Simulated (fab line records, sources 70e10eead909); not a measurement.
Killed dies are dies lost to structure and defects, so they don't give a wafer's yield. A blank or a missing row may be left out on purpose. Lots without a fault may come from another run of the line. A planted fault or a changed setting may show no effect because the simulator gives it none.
fab line records | flow nand_harc
record lots=24 wafers=72 last_day=25
route steps=1159 shown P_BONDPAD@372 A_START@389 A_CHANNEL_HOLE_D1@472 A_CHANNEL_FILL_D1@499
lots that met no fault: from a run of the same line without faults
start_h: hours from the record's first day to the start of the lot's first wafer shown | wait_h: hours since the lot's step before | " the same as in the row above | L1.1+2: a row that stands for several wafers | - no value, or no start given | * or withheld: withheld | < > ~ a bound
route shown NAME@n: a module of which the file shows steps, and the number in the route of the first | usual: mean/standard deviation of fault-free wafers | same: alike in all rows | chamber/n: place in a boat | sites: the reading at each site | _std_site: their standard deviation | _edge_site: outer sites' mean less inner sites' | radius_mm: how far each site lies from the wafer's centre | mask NAME#n: copy n | behind: the tool/chamber that last shaped the wafer | hold: why the lot was held/for how many hours/how that ended | device: the transistor (n, p or np) that didn't switch | end of line: the same wafers' tests at the end of the route | a step without rows: its recipe alone | killed: dies lost to structure and defects at the first sort, not the wafer's yield | map: a wafer's dies, x killed, . not, _ none there
set.NAME: the setting as run; set.NAME@STEP: as run at that earlier step | model.NAME: the simulator's own value behind a step, which no gauge read
steps of the route over a sample of lots; a table a step, a row a wafer
services: from which hour (start_h, from the record's first day; less than 0 if before it) a tool's chamber was out of use, for how many hours, and why
## steps
# step NHARC_P_BONDPAD_ETCH_24
# recipe target_depth_a=300 over_etch_frac=0.3 time_s=72.99 ion_energy_ev=150 cf4_flow_sccm=50 n2_flow_sccm=100 ar_flow_sccm=150 rf_w=300 bias_w=100 chemistry=CF4/N2
# usual bias_w=100.0/0.32 drypump_motor_current_A=5.8/0.59 oes_product_au=1.008/0.014 rf_vpp_V=313.7/1.9 showerhead_plenum_p_Torr=2.60/0.11 throttle_valve_pct=19.794/0.0097
# columns lot.wafer tool chamber start_h wait_h bias_w drypump_motor_current_A oes_product_au rf_hours_counter_h rf_vpp_V showerhead_plenum_p_Torr throttle_valve_pct
L075.3 rie_diel-08 3 - - 99.9 6.5 1.033 1 312.6 2.53 19.791
L075.6 " 3 " " 99.8 6.5 1.039 - 312.6 2.53 19.790
L075.5 " 0 " " 99.7 6.2 1.017 - 314.1 2.65 19.785
L074.3 rie_diel-06 1 141.60 0.1 99.8 5.7 0.989 7 313.6 2.70 19.813
L074.6 " 0 " " 100.0 5.0 1.010 - 311.1 2.49 19.798
L074.4 " 2 " " 99.8 6.5 1.014 - 311.6 2.48 19.810
L076.1 rie_diel-08 2 - - 99.7 6.2 1.011 4 314.7 2.69 19.795
L076.2 " 0 " " 100.7 6.2 1.021 4 314.7 2.65 19.792
L076.5 " 3 " " 100.0 6.5 1.024 - 311.9 2.53 19.795
L077.2 rie_diel-08 2 - - 99.6 6.3 1.005 4 314.4 2.69 19.814
L077.3 " 3 " " 99.5 6.5 1.033 4 312.8 2.53 19.811
L077.4 " 0 " " 99.9 6.2 1.024 4 315.9 2.65 19.784
L079.1 rie_diel-06 0 - - 100.2 5.0 1.014 8 312.5 2.49 19.793
L079.5 " 0 " " 99.8 5.0 1.018 - 312.3 2.49 19.796
L079.6 " 1 " " 99.7 5.6 0.997 - 315.0 2.70 19.782
L078.2 rie_diel-06 0 154.08 0.2 99.5 5.0 1.017 9 311.6 2.49 19.787
L078.4 " 3 " " 99.3 5.2 0.992 - 316.3 2.74 19.807
L078.5 " 2 " " 99.8 6.5 1.015 - 311.3 2.48 19.800
L080.3 rie_diel-01 1 - - 100.1 5.2 0.978 4 316.5 2.84 19.786
L080.2 " 2 " " 99.6 6.3 0.977 4 316.5 2.79 19.799
L080.1 " 3 " " 100.4 5.0 0.999 4 315.4 2.76 19.784
L081.3 rie_diel-06 2 - - 100.3 6.5 1.022 11 313.1 2.48 19.778
L081.1 " 3 " " 99.9 5.2 1.008 10 316.2 2.74 19.774
L081.6 " 1 " " 99.9 5.7 0.996 - 314.9 2.70 19.801
L082.3 rie_diel-06 3 - - 99.8 5.2 1.012 10 315.3 2.74 19.791
L082.1 " 0 " " 100.5 5.0 1.014 12 311.2 2.49 19.775
L082.6 " 3 " " 99.7 5.2 1.001 - 314.6 2.74 19.799
L083.4 rie_diel-06 3 - - 100.8 5.2 1.001 10 315.7 2.74 19.788
L083.2 " 1 " " 99.8 5.7 0.992 10 314.4 2.70 19.794
L083.6 " 3 " " 100.8 5.2 0.988 - 315.0 2.74 19.801
L084.4 rie_diel-06 3 - - 99.7 5.2 1.009 11 317.4 2.74 19.795
L084.1 " 1 " " 99.6 5.7 0.982 10 315.1 2.70 19.780
L084.5 " 2 " " 99.7 6.4 1.015 - 313.6 2.48 19.805
L089.2 rie_diel-06 1 - - 100.2 5.7 0.978 13 315.6 2.69 19.799
L089.3 " 3 " " 100.0 5.2 0.993 13 316.4 2.74 19.806
L089.6 " 1 " " 100.3 5.7 0.977 - 314.6 2.69 19.797
L086.3 rie_diel-08 3 - - 99.7 6.5 1.025 26 313.4 2.52 19.801
L086.1 " 2 " " 99.7 6.3 1.026 25 315.7 2.68 19.799
L086.5 " 3 " " 99.8 6.5 1.025 - 312.8 2.52 19.807
L085.4 rie_diel-06 1 - - 100.1 5.7 0.986 13 316.9 2.69 19.787
L085.2 " 2 " " 100.6 6.5 1.015 15 311.8 2.48 19.788
L085.1 " 3 " " 100.3 5.2 1.003 13 316.0 2.74 19.780
L088.1 rie_diel-08 0 - - 99.5 6.2 1.013 29 314.7 2.64 19.801
L088.3 " 1 " " 100.1 6.1 1.003 29 312.5 2.56 19.800
L088.5 " 0 " " 99.8 6.2 1.028 - 314.6 2.64 19.817
L087.3 rie_diel-06 3 - - 99.9 5.2 1.014 14 317.2 2.74 19.791
L087.5 " 3 " " 100.1 5.2 1.006 - 316.0 2.74 19.790
L087.6 " 0 " " 99.9 5.0 1.019 - 313.8 2.49 19.794
L090.2 rie_diel-06 1 - - 99.6 5.7 0.976 14 316.0 2.69 19.800
L090.1 " 3 " " 100.1 5.2 1.008 15 316.6 2.74 19.796
L090.6 " 1 " " 99.6 5.7 0.982 - 315.1 2.69 19.795
L091.3 rie_diel-06 1 - - 100.0 5.7 0.976 15 314.4 2.69 19.786
L091.2 " 2 " " 99.6 6.5 1.004 17 310.4 2.47 19.790
L091.4 " 3 " " 100.1 5.2 1.006 15 315.5 2.74 19.802
L092.5 rie_diel-06 2 240.48 0.1 99.6 6.6 1.000 - 311.8 2.47 19.801
L092.4 " 3 " " 99.8 5.2 1.011 - 317.1 2.74 19.791
L092.6 " 0 " " 100.1 5.0 1.021 - 311.8 2.48 19.802
L094.3 rie_diel-06 3 241.07 0.1 100.3 5.2 1.006 16 315.8 2.74 19.801
L094.2 " 0 " " 100.1 5.0 1.017 18 311.6 2.48 19.781
L094.1 " 2 " " 99.7 6.5 1.009 17 311.5 2.47 19.807
L093.4 rie_diel-08 1 - - 100.1 6.1 1.011 42 313.1 2.55 19.776
L093.3 " 2 " " 99.7 6.2 0.996 40 314.7 2.68 19.788
L093.5 " 1 " " 100.7 6.1 1.011 - 314.4 2.55 19.803
L095.4 rie_diel-06 2 - - 100.2 6.5 1.025 0 311.2 2.47 19.793
L095.2 " 0 " " 99.4 5.0 1.014 1 311.1 2.48 19.776
L095.6 " 1 " " 99.5 5.7 1.000 - 315.0 2.69 19.795
L096.2 rie_diel-08 0 - - 99.6 6.2 1.026 45 313.5 2.63 19.803
L096.3 " 1 " " 99.6 6.0 1.011 48 312.9 2.55 19.792
L096.4 " 2 " " 100.0 6.3 0.996 46 315.5 2.67 19.782
L097.2 rie_diel-06 3 - - 100.1 5.2 1.006 2 315.5 2.74 19.788
L097.3 " 0 " " 99.9 5.0 0.985 3 312.4 2.48 19.791
L097.6 " 0 " " 99.8 5.0 0.997 - 312.4 2.48 19.795
# step NHARC_A_START_INSPECT_01
# usual raw_defect_count=3.5/1.8
# columns lot.wafer tool chamber start_h wait_h raw_defect_count
L075.3 defect_inspect-01 - 138.33 - 4
L075.5 " - " " 2
L075.6 " - " " 3
L074.3 defect_inspect-02 - 144.13 - 5
L074.4 " - " " 6
L074.6 " - " " 3
L076.1 defect_inspect-01 - 149.17 - 1
L076.2 " - " " 6
L076.5 " - " " 4
L077.2 defect_inspect-02 - 149.69 - 3
L077.3 " - " " 5
L077.4 " - " " 0
L079.1 defect_inspect-01 - 155.70 - 5
L079.5 " - " " 4
L079.6 " - " " 5
L078.2 defect_inspect-01 - 156.61 - 3
L078.4 " - " " 3
L078.5 " - " " 6
L080.1 defect_inspect-01 - 169.61 - 0
L080.2 " - " " 2
L080.3 " - " " 4
L081.1 defect_inspect-02 - 183.91 - 3
L081.3 " - " " 3
L081.6 " - " " 3
L082.1 defect_inspect-01 - 184.63 - 7
L082.3 " - " " 5
L082.6 " - " " 3
L083.2 defect_inspect-02 - 185.89 - 2
L083.4 " - " " 2
L083.6 " - " " 2
L084.1 defect_inspect-02 - 190.72 - 3
L084.4 " - " " 2
L084.5 " - " " 5
L089.2 defect_inspect-01 - 211.88 - 4
L089.3 " - " " 4
L089.6 " - " " 4
L086.1 defect_inspect-02 - 213.10 - 3
L086.3 " - " " 0
L086.5 " - " " 6
L085.1 defect_inspect-02 - 214.48 - 4
L085.2 " - " " 4
L085.4 " - " " 3
L088.1 defect_inspect-01 - 219.63 - 2
L088.3 " - " " 3
L088.5 " - " " 3
L087.3 defect_inspect-02 - 219.71 - 3
L087.5 " - " " 2
L087.6 " - " " 5
L090.1 defect_inspect-01 - 228.10 - 3
L090.2 " - " " 5
L090.6 " - " " 4
L091.2 defect_inspect-01 - 233.06 - 3
L091.3 " - " " 9
L091.4 " - " " 4
L092.4 defect_inspect-01 - 243.44 - 3
L092.5 " - " " 6
L092.6 " - " " 6
L094.1 defect_inspect-02 - 243.59 - 4
L094.2 " - " " 1
L094.3 " - " " 3
L093.3 defect_inspect-01 - 245.21 - 4
L093.4 " - " " 1
L093.5 " - " " 6
L095.2 defect_inspect-01 - 257.42 - 1
L095.4 " - " " 5
L095.6 " - " " 4
L096.2 defect_inspect-01 - 257.66 - 9
L096.3 " - " " 4
L096.4 " - " " 2
L097.2 defect_inspect-02 - 274.17 - 3
L097.3 " - " " 3
L097.6 " - " " 3
# step NHARC_A_CHANNEL_HOLE_D1_ETCH_20
# recipe bias_v=3000 source_w=withheld pressure_mtorr=20 time_s=361.9 ar_flow_sccm=375 c4f8_flow_sccm=89.3 o2_flow_sccm=35.7 temp_c=-20 target_depth_a=16000 chemistry=C4F8/O2/Ar
# usual drypump_motor_current_A=6.02/0.26 showerhead_plenum_p_Torr=3.74/0.11 throttle_valve_pct=32.154/0.0084
# columns lot.wafer tool chamber start_h wait_h drypump_motor_current_A rf_hours_counter_h showerhead_plenum_p_Torr throttle_valve_pct
L075.3 har_etch-01 0 182.52 0.2 5.73 - 3.83 32.157
L075.6 " 1 " " 6.18 - 3.72 32.142
L075.5 " 0 " " 5.70 - 3.83 32.151
L074.4 har_etch-02 1 187.23 0.2 6.33 - 3.59 32.140
L074.3 " 0 " " 5.82 - 3.87 32.160
L074.6 " 0 " " 5.81 - 3.87 32.140
L077.2 har_etch-01 0 187.32 0.1 5.71 187 3.83 32.157
L077.4 " 0 " " 5.73 - 3.83 32.138
L077.3 " 1 " " 6.18 - 3.72 32.160
L076.1 har_etch-02 1 191.30 0.1 6.32 110 3.59 32.153
L076.2 " 0 " " 5.84 110 3.87 32.155
L076.5 " 1 " " 6.33 - 3.59 32.162
L078.2 har_etch-01 1 196.13 0.1 6.20 192 3.72 32.154
L078.4 " 1 " " 6.19 - 3.72 32.147
L078.5 " 0 " " 5.72 - 3.82 32.158
L079.1 har_etch-02 1 196.18 0.1 6.37 114 3.59 32.158
L079.5 " 1 " " 6.32 - 3.59 32.156
L079.6 " 0 " " 5.84 - 3.87 32.160
L080.1 har_etch-01 0 214.08 0.1 5.72 201 3.82 32.142
L080.2 " 1 " " 6.20 201 3.71 32.154
L080.3 " 0 " " 5.72 - 3.82 32.159
L081.1 har_etch-01 1 228.40 0.1 6.20 205 3.71 32.149
L081.3 " 0 " " 5.73 - 3.82 32.172
L081.6 " 0 " " 5.71 - 3.82 32.155
L082.1 har_etch-02 0 228.86 0.1 5.82 124 3.86 32.148
L082.3 " 1 " " 6.37 - 3.58 32.153
L082.6 " 1 " " 6.33 - 3.58 32.151
L083.2 har_etch-01 0 232.62 0.1 5.70 208 3.81 32.155
L083.4 " 0 " " 5.71 - 3.82 32.161
L083.6 " 1 " " 6.18 - 3.71 32.156
L084.1 har_etch-02 1 232.97 0.1 6.36 128 3.58 32.161
L084.4 " 0 " " 5.83 - 3.86 32.158
L084.5 " 0 " " 5.84 - 3.86 32.154
L085.1 har_etch-02 0 253.50 0.1 5.82 135 3.86 32.148
L085.2 " 1 " " 6.31 135 3.58 32.141
L085.4 " 1 " " 6.32 - 3.58 32.158
L089.2 har_etch-01 1 254.13 0.1 6.18 217 3.71 32.148
L089.3 " 1 " " 6.18 - 3.71 32.165
L089.6 " 1 " " 6.19 - 3.71 32.154
L086.1 har_etch-02 1 257.71 0.1 6.33 139 3.57 32.149
L086.3 " 1 " " 6.29 - 3.57 32.148
L086.5 " 1 " " 6.32 - 3.57 32.158
L088.1 har_etch-01 0 262.22 0.1 5.73 222 3.81 32.142
L088.3 " 0 " " 5.72 - 3.81 32.149
L088.5 " 1 " " 6.18 - 3.70 32.149
L087.3 har_etch-02 1 263.10 0.2 6.33 - 3.57 32.164
L087.5 " 0 " " 5.82 - 3.85 32.162
L087.6 " 1 " " 6.36 - 3.57 32.161
L090.1 har_etch-02 1 271.07 0.1 6.35 146 3.57 32.153
L090.2 " 0 " " 5.82 146 3.85 32.163
L090.6 " 1 " " 6.38 - 3.57 32.161
L091.2 har_etch-02 1 279.11 0.1 6.34 150 3.57 32.147
L091.3 " 1 " " 6.35 - 3.57 32.150
L091.4 " 0 " " 5.84 - 3.85 32.149
L092.4 har_etch-01 0 287.72 0.2 5.72 - 3.80 32.164
L092.5 " 1 " " 6.18 - 3.70 32.153
L092.6 " 0 " " 5.70 - 3.80 32.153
L094.2 har_etch-02 1 288.78 0.1 6.36 154 3.57 32.149
L094.1 " 0 " " 5.83 154 3.85 32.148
L094.3 " 0 " " 5.82 - 3.85 32.160
L093.3 har_etch-01 0 291.83 0.2 5.71 - 3.80 32.154
L093.4 " 1 " " 6.19 - 3.69 32.144
L093.5 " 0 " " 5.72 - 3.80 32.166
L096.2 har_etch-01 1 297.42 0.1 6.18 240 3.69 32.166
L096.4 " 0 " " 5.70 - 3.80 32.159
L096.3 " 1 " " 6.18 - 3.69 32.157
L095.2 har_etch-02 1 298.20 0.1 6.39 161 3.56 32.137
L095.4 " 0 " " 5.82 - 3.84 32.174
L095.6 " 1 " " 6.36 - 3.56 32.162
L097.2 har_etch-01 1 322.11 0.1 6.17 0 3.69 32.161
L097.3 " 1 " " 6.17 - 3.69 32.145
L097.6 " 1 " " 6.20 - 3.69 32.155
# step NHARC_A_CHANNEL_HOLE_D1_ETCH_21
# recipe bias_v=3000 source_w=withheld pressure_mtorr=20 time_s=514.3 ar_flow_sccm=375 c4f8_flow_sccm=89.3 o2_flow_sccm=35.7 temp_c=-20 target_depth_a=16000 chemistry=C4F8/O2/Ar
# usual drypump_motor_current_A=6.02/0.26 showerhead_plenum_p_Torr=3.74/0.11 throttle_valve_pct=32.155/0.01
# columns lot.wafer tool chamber start_h wait_h drypump_motor_current_A rf_hours_counter_h showerhead_plenum_p_Torr throttle_valve_pct
L075.3 har_etch-01 0 182.90 0.3 5.72 - 3.83 32.142
L075.6 " 1 " " 6.19 - 3.72 32.143
L075.5 " 0 " " 5.73 - 3.83 32.149
L074.4 har_etch-02 1 187.58 0.3 6.36 - 3.59 32.165
L074.3 " 0 " " 5.83 - 3.87 32.146
L074.6 " 0 " " 5.83 - 3.87 32.160
L077.2 har_etch-01 0 187.63 0.3 5.73 187 3.83 32.148
L077.4 " 0 " " 5.71 - 3.83 32.159
L077.3 " 1 " " 6.18 - 3.72 32.144
L076.1 har_etch-02 1 191.61 0.3 6.38 110 3.59 32.166
L076.2 " 0 " " 5.82 110 3.87 32.146
L076.5 " 1 " " 6.38 - 3.59 32.144
L078.2 har_etch-01 1 196.44 0.3 6.18 192 3.72 32.163
L078.4 " 1 " " 6.19 - 3.72 32.146
L078.5 " 0 " " 5.71 - 3.82 32.154
L079.1 har_etch-02 1 196.49 0.3 6.34 114 3.59 32.148
L079.5 " 1 " " 6.32 - 3.59 32.169
L079.6 " 0 " " 5.83 - 3.87 32.145
L080.1 har_etch-01 0 214.39 0.3 5.71 201 3.82 32.139
L080.2 " 1 " " 6.18 201 3.71 32.148
L080.3 " 0 " " 5.71 - 3.82 32.181
L081.1 har_etch-01 1 228.72 0.3 6.19 205 3.71 32.156
L081.3 " 0 " " 5.73 - 3.82 32.154
L081.6 " 0 " " 5.70 - 3.82 32.139
L082.1 har_etch-02 0 229.20 0.3 5.81 124 3.86 32.158
L082.3 " 1 " " 6.33 - 3.58 32.158
L082.6 " 1 " " 6.32 - 3.58 32.164
L083.2 har_etch-01 0 232.96 0.3 5.71 209 3.81 32.157
L083.4 " 0 " " 5.71 - 3.81 32.155
L083.6 " 1 " " 6.18 - 3.71 32.173
L084.1 har_etch-02 1 233.28 0.3 6.33 128 3.58 32.156
L084.4 " 0 " " 5.85 - 3.86 32.163
L084.5 " 0 " " 5.83 - 3.86 32.152
L085.1 har_etch-02 0 253.82 0.3 5.83 135 3.86 32.177
L085.2 " 1 " " 6.34 135 3.58 32.164
L085.4 " 1 " " 6.37 - 3.58 32.151
L089.2 har_etch-01 1 254.46 0.3 6.18 217 3.70 32.146
L089.3 " 1 " " 6.19 - 3.70 32.140
L089.6 " 1 " " 6.19 - 3.70 32.160
L086.1 har_etch-02 1 258.02 0.3 6.38 139 3.57 32.189
L086.3 " 1 " " 6.34 - 3.57 32.167
L086.5 " 1 " " 6.33 - 3.57 32.164
L088.1 har_etch-01 0 262.55 0.3 5.72 223 3.81 32.146
L088.3 " 0 " " 5.73 - 3.81 32.164
L088.5 " 1 " " 6.19 - 3.70 32.168
L087.3 har_etch-02 1 263.47 0.3 6.33 - 3.57 32.154
L087.5 " 0 " " 5.82 - 3.85 32.158
L087.6 " 1 " " 6.34 - 3.57 32.151
L090.1 har_etch-02 1 271.38 0.3 6.36 147 3.57 32.144
L090.2 " 0 " " 5.85 147 3.85 32.151
L090.6 " 1 " " 6.36 - 3.57 32.157
L091.2 har_etch-02 1 279.43 0.3 6.35 151 3.57 32.153
L091.3 " 1 " " 6.33 - 3.57 32.158
L091.4 " 0 " " 5.82 - 3.85 32.146
L092.4 har_etch-01 0 288.10 0.3 5.71 - 3.80 32.165
L092.5 " 1 " " 6.18 - 3.70 32.154
L092.6 " 0 " " 5.73 - 3.80 32.148
L094.2 har_etch-02 1 289.10 0.3 6.38 155 3.57 32.162
L094.1 " 0 " " 5.82 155 3.85 32.164
L094.3 " 0 " " 5.83 - 3.85 32.161
L093.3 har_etch-01 0 292.19 0.3 5.71 - 3.80 32.140
L093.4 " 1 " " 6.18 - 3.69 32.155
L093.5 " 0 " " 5.72 - 3.80 32.160
L096.2 har_etch-01 1 297.76 0.3 6.18 240 3.69 32.161
L096.4 " 0 " " 5.70 - 3.80 32.164
L096.3 " 1 " " 6.19 - 3.69 32.157
L095.2 har_etch-02 1 298.51 0.3 6.35 162 3.56 32.145
L095.4 " 0 " " 5.81 - 3.84 32.150
L095.6 " 1 " " 6.36 - 3.56 32.146
L097.2 har_etch-01 1 322.42 0.3 6.19 0 3.69 32.153
L097.3 " 1 " " 6.17 - 3.69 32.150
L097.6 " 1 " " 6.19 - 3.69 32.162
# step NHARC_A_CHANNEL_FILL_D1_ETCHBACK_19
# recipe target_depth_a=50 time_s=1.7 hbr_flow_sccm=150 cl2_flow_sccm=50 rf_w=400 icp_w=400 bias_w=100 chemistry=HBr/Cl2
# usual bias_w=100.03/0.29 drypump_motor_current_A=5.5/0.63 oes_product_au=0.994/0.015 throttle_valve_pct=26.406/0.0095
# columns lot.wafer tool chamber start_h wait_h bias_w drypump_motor_current_A oes_product_au rf_hours_counter_h throttle_valve_pct
L075.3 rie_si-01 3 212.08 0.4 100.26 5.2 1.007 0.7 26.405
L075.6 " 2 " " 100.13 6.4 0.997 - 26.400
L075.5 " 3 " " 100.31 5.2 1.005 - 26.410
L074.4 rie_si-05 0 216.81 0.4 99.84 6.5 0.983 1.4 26.416
L074.3 " 1 " " 99.75 5.6 1.027 1.2 26.407
L074.6 " 2 " " 100.66 5.5 0.999 - 26.397
L077.4 rie_si-01 3 216.81 0.4 99.80 5.2 1.011 0.7 26.408
L077.3 " 0 " " 99.96 5.0 1.012 0.7 26.408
L077.2 " 2 " " 99.26 6.4 0.996 0.7 26.377
L076.1 rie_si-02 2 221.93 0.4 99.79 5.0 0.976 0 26.422
L076.2 " 0 " " 99.93 5.7 0.984 0 26.404
L076.5 " 2 " " 99.54 5.0 0.988 - 26.409
L078.2 rie_si-05 3 226.32 0.4 99.66 4.9 0.977 1.6 26.413
L078.4 " 1 " " 100.29 5.5 1.019 1.4 26.413
L078.5 " 3 " " 100.22 5.0 0.968 - 26.404
L079.1 rie_si-01 1 226.35 0.4 99.94 5.1 1.016 0.8 26.406
L079.5 " 2 " " 100.21 6.4 1.008 - 26.399
L079.6 " 3 " " 100.10 5.2 1.009 - 26.395
L080.2 rie_si-02 2 245.93 0.4 100.09 5.0 0.996 0.3 26.394
L080.1 " 3 " " 100.25 6.6 0.977 0.3 26.401
L080.3 " 1 " " 100.54 4.6 0.996 0.2 26.412
L081.3 rie_si-01 3 259.81 0.4 100.15 5.2 0.996 1.1 26.391
L081.1 " 1 " " 99.83 5.1 0.996 1.1 26.405
L081.6 " 3 " " 100.12 5.2 1.009 - 26.411
L082.1 rie_si-02 0 259.82 0.4 100.16 5.7 0.979 0.3 26.398
L082.3 " 1 " " 100.25 4.7 1.006 0.3 26.396
L082.6 " 0 " " 100.60 5.7 0.972 - 26.398
L083.4 rie_si-05 1 264.92 0.4 99.72 5.5 0.991 0.2 26.413
L083.2 " 0 " " 99.44 6.5 0.999 0.2 26.417
L083.6 " 1 " " 100.29 5.5 0.987 - 26.409
L084.1 rie_si-01 2 264.94 0.4 100.04 6.4 0.999 1.1 26.411
L084.4 " 2 " " 100.41 6.4 1.002 - 26.407
L084.5 " 3 " " 100.45 5.2 1.005 - 26.399
L089.2 rie_si-02 1 283.33 0.4 99.55 4.6 0.986 0.5 26.403
L089.3 " 2 " " 99.80 5.0 0.986 0.6 26.402
L089.6 " 2 " " 99.59 5.0 0.995 - 26.402
L085.2 rie_si-01 0 283.33 0.4 100.31 5.0 1.021 1.3 26.414
L085.4 " 1 " " 100.07 5.1 0.983 1.3 26.407
L085.1 " 3 " " 99.84 5.2 0.987 1.3 26.403
L086.1 rie_si-01 0 288.13 0.4 100.19 5.0 1.018 1.4 26.409
L086.3 " 1 " " 100.11 5.1 0.980 1.3 26.403
L086.5 " 0 " " 99.79 5.0 1.008 - 26.390
L088.3 rie_si-05 3 291.98 0.4 100.19 4.9 0.979 0.4 26.406
L088.1 " 0 " " 99.89 6.5 1.004 0.5 26.406
L088.5 " 1 " " 100.48 5.6 1.010 - 26.399
L087.3 rie_si-01 3 291.99 0.4 100.00 5.2 0.993 1.4 26.401
L087.5 " 0 " " 100.45 5.0 1.020 - 26.398
L087.6 " 1 " " 99.87 5.1 0.999 - 26.401
L090.1 rie_si-05 3 302.40 0.4 100.43 4.9 0.958 0.4 26.400
L090.2 " 0 " " 100.18 6.6 0.997 0.5 26.415
L090.6 " 2 " " 100.01 5.5 0.982 - 26.413
L091.2 rie_si-02 1 309.30 0.4 100.06 4.6 1.007 0.8 26.402
L091.4 " 2 " " 100.34 5.0 1.006 0.9 26.420
L091.3 " 3 " " 100.56 6.6 0.997 0.9 26.405
L094.1 rie_si-05 3 317.35 0.4 100.02 4.9 0.974 0.5 26.390
L094.2 " 0 " " 100.37 6.5 0.999 0.6 26.408
L094.3 " 2 " " 100.32 5.5 0.982 0.7 26.390
L092.4 rie_si-02 3 317.35 0.4 99.97 6.6 0.985 1.0 26.416
L092.6 " 3 " " 100.24 6.6 0.985 - 26.417
L092.5 " 0 " " 100.25 5.6 0.973 - 26.410
L093.4 rie_si-02 2 323.90 0.4 100.28 5.0 0.985 1.1 26.388
L093.3 " 1 " " 99.94 4.6 0.983 0.9 26.396
L093.5 " 2 " " 100.27 5.0 0.996 - 26.393
L096.4 rie_si-02 3 327.25 0.4 99.89 6.6 0.989 1.1 26.404
L096.2 " 0 " " 100.50 5.6 0.971 0.9 26.399
L096.3 " 1 " " 99.40 4.6 0.996 1.0 26.416
L095.2 rie_si-05 3 327.25 0.4 99.79 4.9 0.972 0.7 26.421
L095.6 " 3 " " 99.54 4.9 0.966 - 26.407
L095.4 " 0 " " 100.06 6.6 0.996 - 26.421
L097.2 rie_si-01 0 352.09 0.4 99.84 5.0 0.985 0.3 26.407
L097.3 " 1 " " 99.65 5.1 0.976 0.4 26.403
L097.6 " 0 " " 99.58 5.0 0.975 - 26.394
# step NHARC_A_CHANNEL_FILL_D1_ETCHBACK_08
# recipe target_depth_a=2200 time_s=110 c4f8_flow_sccm=20 ar_flow_sccm=withheld rf_w=600 bias_w=300 chemistry=C4F8
# usual oes_product_au=0.95/0.035 rf_vpp_V=441/3.2
# columns lot.wafer tool chamber start_h wait_h oes_product_au rf_hours_counter_h rf_vpp_V
L074.3 rie_diel-10 1 - - 0.99 1 445
L074.4 " 3 " " 1.01 2 444
L074.6 " 0 " " 1.00 - 436
L075.3 rie_diel-13 2 - - 0.93 25 437
L075.6 " 0 " " 0.95 - 438
L075.5 " 1 " " 0.92 - 442
L077.2 rie_diel-12 1 - - 1.01 0 439
L077.4 " 2 " " 1.01 1 439
L077.3 " 3 " " 0.99 1 445
L076.2 rie_diel-12 1 - - 0.95 1 440
L076.1 " 2 " " 0.97 1 439
L076.5 " 1 " " 0.97 - 439
L078.4 rie_diel-10 1 - - 0.91 1 444
L078.2 " 3 " " 0.93 2 443
L078.5 " 1 " " 0.91 - 444
L079.1 rie_diel-12 0 - - 0.92 1 442
L079.5 " 2 " " 0.93 - 441
L079.6 " 3 " " 0.90 - 445
L080.3 rie_diel-10 3 - - 0.93 3 445
L080.1 " 1 " " 0.92 2 444
L080.2 " 2 " " 0.91 3 439
L082.1 rie_diel-10 0 - - 0.93 3 438
L082.3 " 3 " " 0.93 3 443
L082.6 " 0 " " 0.92 - 436
L081.3 rie_diel-12 1 - - 1.00 1 440
L081.1 " 2 " " 1.00 1 441
L081.6 " 0 " " 0.99 - 443
L084.1 rie_diel-12 1 - - 0.92 1 439
L084.4 " 3 " " 0.92 - 445
L084.5 " 1 " " 0.93 - 440
L083.4 rie_diel-10 0 - - 0.93 3 436
L083.2 " 1 " " 0.92 2 445
L083.6 " 0 " " 0.93 - 437
L089.2 rie_diel-12 2 - - 0.93 1 438
L089.3 " 3 " " 0.92 2 445
L089.6 " 2 " " 0.92 - 440
L085.1 rie_diel-13 0 - - 0.98 3 438
L085.2 " 1 " " 1.00 3 445
L085.4 " 3 " " 1.01 3 436
L086.3 rie_diel-12 3 - - 0.93 3 445
L086.1 " 0 " " 0.92 3 443
L086.5 " 2 " " 1.01 - 440
L087.3 rie_diel-10 2 - - 0.91 5 439
L087.6 " 0 " " 0.95 - 438
L087.5 " 1 " " 0.92 - 443
L088.1 rie_diel-12 3 - - 0.92 3 447
L088.3 " 0 " " 0.90 3 444
L088.5 " 3 " " 0.92 - 444
L090.1 rie_diel-10 0 - - 0.94 5 437
L090.2 " 2 " " 0.92 5 439
L090.6 " 1 " " 0.92 - 444
L091.2 rie_diel-12 3 - - 1.00 3 444
L091.3 " 2 " " 1.02 2 442
L091.4 " 3 " " 1.00 - 445
L094.2 rie_diel-13 2 - - 0.95 11 435
L094.1 " 0 " " 0.96 12 438
L094.3 " 1 " " 0.97 12 441
L092.4 rie_diel-10 1 - - 0.92 5 443
L092.6 " 2 " " 0.92 - 440
L092.5 " 3 " " 0.92 - 444
L093.4 rie_diel-12 3 - - 0.92 4 445
L093.3 " 2 " " 0.93 3 439
L093.5 " 3 " " 0.92 - 446
L095.4 rie_diel-10 3 - - 0.93 6 443
L095.2 " 2 " " 0.93 6 439
L095.6 " 0 " " 0.94 - 437
L096.2 rie_diel-12 2 - - 0.94 3 440
L096.3 " 0 " " 0.92 4 443
L096.4 " 1 " " 0.93 2 439
L097.2 rie_diel-13 3 - - 1.00 17 436
L097.3 " 0 " " 0.99 19 438
L097.6 " 1 " " 1.01 - 444
## services
# columns tool chamber start_h hours kind
har_etch-02 - 122.95 1.5 repair
rie_si-01 - 123.44 0.8 repair
rie_diel-06 3 126.06 19.5 repair
rie_si-01 - 127.00 9.0 pm
har_etch-01 - 156.15 11.3 repair
rie_diel-10 - 176.52 9.0 pm
rie_diel-10 1 197.07 26.2 repair
rie_diel-12 - 202.41 9.0 pm
rie_diel-12 1 217.54 5.7 repair
rie_diel-06 1 239.98 4.3 repair
rie_diel-06 - 241.20 9.0 pm
rie_diel-12 2 261.51 7.0 repair
rie_si-01 1 264.48 2.9 repair
rie_diel-12 2 280.96 16.1 repair
rie_diel-06 3 286.35 11.5 repair
rie_diel-12 1 294.29 20.0 repair
rie_si-01 - 304.00 9.0 pm
har_etch-01 - 305.00 17.0 pm
rie_diel-12 - 314.15 0.6 repair
rie_diel-12 1 322.37 1.8 repair
rie_diel-12 - 334.63 0.2 repair
har_etch-02 - 335.63 1.4 repair
rie_diel-10 - 353.52 9.0 pm
har_etch-01 - 368.45 8.9 repair
## key
fault none
